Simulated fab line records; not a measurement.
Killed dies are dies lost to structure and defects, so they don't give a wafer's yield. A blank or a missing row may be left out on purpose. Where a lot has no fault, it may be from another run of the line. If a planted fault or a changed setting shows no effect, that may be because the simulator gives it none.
Which tool was responsible? || flow n5_finfet || 11 lots, 33 wafers sampled, at 1 step of a route of 1938

== WHAT THE GAUGES READ, wafer by wafer ==
N5_MOL_CONTACT_COAG_INSPECT_10: inspects for defects (brightfield).
{"lot": "L075", "measured": "day 5 02:26", "on": "defect_inspect-02", "raw_defect_count": "84 85 86"}
{"lot": "L077", "measured": "day 5 14:52", "on": "defect_inspect-02", "raw_defect_count": "66 57 34"}
{"lot": "L079", "measured": "day 6 01:13", "on": "defect_inspect-02", "raw_defect_count": "90 96 71"}
{"lot": "L081", "measured": "day 6 09:16", "on": "defect_inspect-01", "raw_defect_count": "31 47 22"}
{"lot": "L083", "measured": "day 6 22:22", "on": "defect_inspect-02", "raw_defect_count": "51 202 88"}
{"lot": "L086", "measured": "day 7 18:48", "on": "defect_inspect-01", "raw_defect_count": "61 19 30"}
{"lot": "L088", "measured": "day 8 03:56", "on": "defect_inspect-02", "raw_defect_count": "69 83 80"}
{"lot": "L090", "measured": "day 8 13:42", "on": "defect_inspect-01", "raw_defect_count": "38 34 50"}
{"lot": "L092", "measured": "day 9 09:07", "on": "defect_inspect-02", "raw_defect_count": "75 93 40"}
{"lot": "L094", "measured": "day 9 15:26", "on": "defect_inspect-01", "raw_defect_count": "63 66 81"}
{"lot": "L097", "measured": "day 10 10:05", "on": "defect_inspect-02", "raw_defect_count": "48 52 44"}

== TOOL THAT RAN EACH LOT (tool first, then ch and the chambers of the sampled wafers, then the start) ==
The record shows no process step preceding these readings.

== THE ANSWER, worked out from the rows above alone ==
Rule: usual is defined by the lots themselves. The widest of any qualifying gaps counts: lots, ordered by their means at a reading, are off when they make up no more than a third of the lots, leave a main group of 4 or more, and stand apart from it by 3 or more times the standard deviation of that group's means. If all means in a main group match to the digits the tables above print for the reading, that group is not used. Also off: a lot with no number at a reading for which 4 or more lots have one. Where the step has rows for the other lots, those lots are counted as sound.
No lot is off at any reading shown: from this, nothing can be told.

== WHAT THE SIMULATOR HAD INSERTED ==
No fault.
